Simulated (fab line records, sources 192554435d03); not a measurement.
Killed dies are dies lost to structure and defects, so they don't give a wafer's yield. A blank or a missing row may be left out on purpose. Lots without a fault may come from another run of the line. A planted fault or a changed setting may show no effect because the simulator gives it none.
Split-lot experiment | flow n5_finfet | 7 lots, 39 wafers read, on a route of 1938 steps

THE SPLIT
At N5_BEOL_M0_SAQP_PECVD_04 (deposits a-Si from SiH4/He, target thk 60 nm, time 60.2 s), the setting time_s was moved away from the recipe's 60.2 s on 15 of the 39 wafers read, by -45.6% to +52.6%. The other wafers ran this setting at the recipe's value.

FROM THE SPLIT TO THE READING: what the file shows between them, 5 steps
- N5_BEOL_M0_SAQP_THK_MEAS_05
- N5_BEOL_M0_SAQP_HM_DEP_111: deposits SiO2 from SiH4/N2O, target thk 12 nm, time 7.2 s
- N5_BEOL_M0_SAQP_COAT_81: time 60 s, resist thk 100 nm
- N5_BEOL_M0_SAQP_HM_OPEN_112: chemistry CHF3/O2, target SiO2, stops on a-Si, target depth 12 nm, time 13.5 s
- N5_BEOL_M0_SAQP_STRIP_113: strips in CHF3/O2

THE READING
oes_product_au, in a.u., at N5_BEOL_M0_SAQP_MANDREL_ETCH_20 (etches a-Si in HBr/Cl2, stops on SiNx, target depth 60 nm, bt time 10 s, time 30 s). Fault-free wafers of this fab line usually give 0.774 a.u., standard deviation 0.015 a.u..

wafer  | tool, chamber at the split | time_s as run, s | against the recipe | oes_product_au, a.u. | against lot-mates on the recipe
L074.1 | pecvd-03, 0                | 60.2             | recipe             | 0.757                | -
L074.2 | pecvd-03, 1                | 60.2             | recipe             | 0.772                | -
L074.3 | pecvd-03, 0                | 35.83            | -40.5%             | 0.607                | -0.161
L074.4 | pecvd-03, 1                | 60.2             | recipe             | 0.775                | -
L074.5 | pecvd-03, 1                | 35.83            | -40.5%             | 0.621                | -0.147
L074.6 | pecvd-03, 0                | 35.83            | -40.5%             | 0.592                | -0.176
L078.1 | pecvd-01, 0                | 60.2             | recipe             | 0.782                | -
L078.2 | pecvd-01, 1                | 60.2             | recipe             | 0.764                | -
L078.3 | pecvd-01, 2,1              | 60.2             | recipe             | 0.747                | -
L078.4 | pecvd-01, 2,1              | 60.2             | recipe             | 0.766                | -
L078.5 | pecvd-01, 2                | 60.2             | recipe             | 0.768                | -
L078.6 | pecvd-01, 0                | 60.2             | recipe             | 0.772                | -
L079.1 | pecvd-03, 2                | 60.2             | recipe             | 0.751                | -
L079.2 | pecvd-03, 1                | 60.2             | recipe             | 0.777                | -
L079.3 | pecvd-03, 0                | 60.2             | recipe             | 0.801                | -
L079.4 | pecvd-03, 1                | 91.85            | +52.6%             | 0.994                | +0.218
L079.5 | pecvd-03, 0                | 91.85            | +52.6%             | 1.002                | +0.226
L079.6 | pecvd-03, 2                | 91.85            | +52.6%             | 1.034                | +0.258
L082.1 | pecvd-01, 1,2              | 89.14            | +48.1%             | 0.974                | +0.200
L082.2 | pecvd-01, 1,2              | 89.14            | +48.1%             | 0.985                | +0.211
L082.3 | pecvd-01, 0                | 60.2             | recipe             | 0.764                | -
L082.4 | pecvd-01, 0                | 60.2             | recipe             | 0.795                | -
L082.5 | pecvd-01, 1                | 60.2             | recipe             | 0.762                | -
L082.6 | pecvd-01, 2                | 89.14            | +48.1%             | 0.989                | +0.215
L089.1 | pecvd-01, 2                | 32.73            | -45.6%             | 0.563                | -0.203
L089.2 | pecvd-01, 1                | 32.73            | -45.6%             | 0.582                | -0.184
L089.3 | pecvd-01, 0,2              | 60.2             | recipe             | 0.776                | -
L089.4 | pecvd-01, 1                | 60.2             | recipe             | 0.761                | -
L089.5 | pecvd-01, 0,2              | 60.2             | recipe             | 0.761                | -
L089.6 | pecvd-01, 0                | 32.73            | -45.6%             | 0.570                | -0.196
L091.1 | pecvd-02, 2                | 60.2             | recipe             | 0.746                | -
L091.2 | pecvd-02, 0                | 60.2             | recipe             | 0.762                | -
L091.3 | pecvd-02, 1                | 60.2             | recipe             | 0.782                | -
L095.1 | pecvd-01, 0                | 87.97            | +46.1%             | 0.959                | +0.181
L095.2 | pecvd-01, 2                | 60.2             | recipe             | 0.788                | -
L095.3 | pecvd-01, 1                | 60.2             | recipe             | 0.759                | -
L095.4 | pecvd-01, 1                | 87.97            | +46.1%             | 0.981                | +0.203
L095.5 | pecvd-01, 2                | 87.97            | +46.1%             | 0.966                | +0.188
L095.6 | pecvd-01, 0                | 60.2             | recipe             | 0.787                | -
Where a row lists several chambers, the file gives one row for several wafers and doesn't say which wafer went through which chamber.

THE FIT
A straight line over all 39 wafers: oes_product_au changes by +0.00435 a.u. for each +1% of time_s; r = +0.99; the points scatter about the line by 0.014 a.u..
The same after taking each lot's own level away (the mean of its wafers on the recipe; 39 wafers): +0.00425 a.u. for each +1%; r = +0.99; scatter 0.013 a.u..
On that fit, the largest move of time_s shifts the reading by 0.22 a.u..
The lots' own levels span 0.7633 to 0.7780 a.u., that is 1.0 times the standard deviation above.
So the lot-to-lot level changes the slope little: the two slopes agree.
Check: with one of the wafers moved furthest among these (+52.6%) left out of the fit, the line predicts +0.226 a.u. for it against its lot-mates. It came out at +0.218 a.u. against them.

OTHER SPLITS ON THESE WAFERS
These wafers also went through other splits before the reading. Each is held against what the fit with the lots' levels taken away leaves over:
other split on the same wafers           | wafers away from the commonest value | r with oes_product_au (lot level and that fit taken away)
N5_PMOS_HMC_CHANNEL_EPI_HM_DEP_34 time_s | 15                                   | +0.04
N5_FIN_SAQP_HM_DEP_72 target_thk_a       | 18                                   | -0.09
N5_SD_EPI_P_EPI_21 epi_growth_time_s     | 12                                   | +0.11

THE WHOLE CHAIN: every reading that the file lists as answering this split, in the file's order
step                            | what it does                                                                       | reading                                                                               | change (the file's fit)                                                         | r (the file's)
N5_BEOL_M0_SAQP_PECVD_04        | deposits a-Si from SiH4/He, target thk 60 nm, time 60.2 s                          | a-Si_of_BEOL_M0_SAQP_PECVD_04.thk_nm (the simulator's own value, which no gauge read) | +0.604 nm for each +1% of the setting                                           | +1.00
N5_BEOL_M0_SAQP_THK_MEAS_05     |                                                                                    | thk_nm                                                                                | withheld for each +1% of the setting                                            | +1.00
N5_BEOL_M0_SAQP_MANDREL_ETCH_20 | etches a-Si in HBr/Cl2, stops on SiNx, target depth 60 nm, bt time 10 s, time 30 s | oes_product_au                                                                        | +0.00426 a.u. for each +1% of the setting                                       | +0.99
N5_BEOL_M0_SAQP_MANDREL_ETCH_20 | etches a-Si in HBr/Cl2, stops on SiNx, target depth 60 nm, bt time 10 s, time 30 s | etch.depth_nm (the simulator's own value, which no gauge read)                        | +0.591 nm for each +1% of the setting                                           | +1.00
N5_BEOL_M0_SAQP_INSPECT_42      | inspects for defects (brightfield)                                                 | raw_defect_count                                                                      | not straight: 306 at the lowest setting, 266 at the recipe, 1868 at the highest | not given

THE FILE'S OWN FIT
oes_product_au changes by +0.00426 a.u. for each +1% of time_s, r = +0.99.
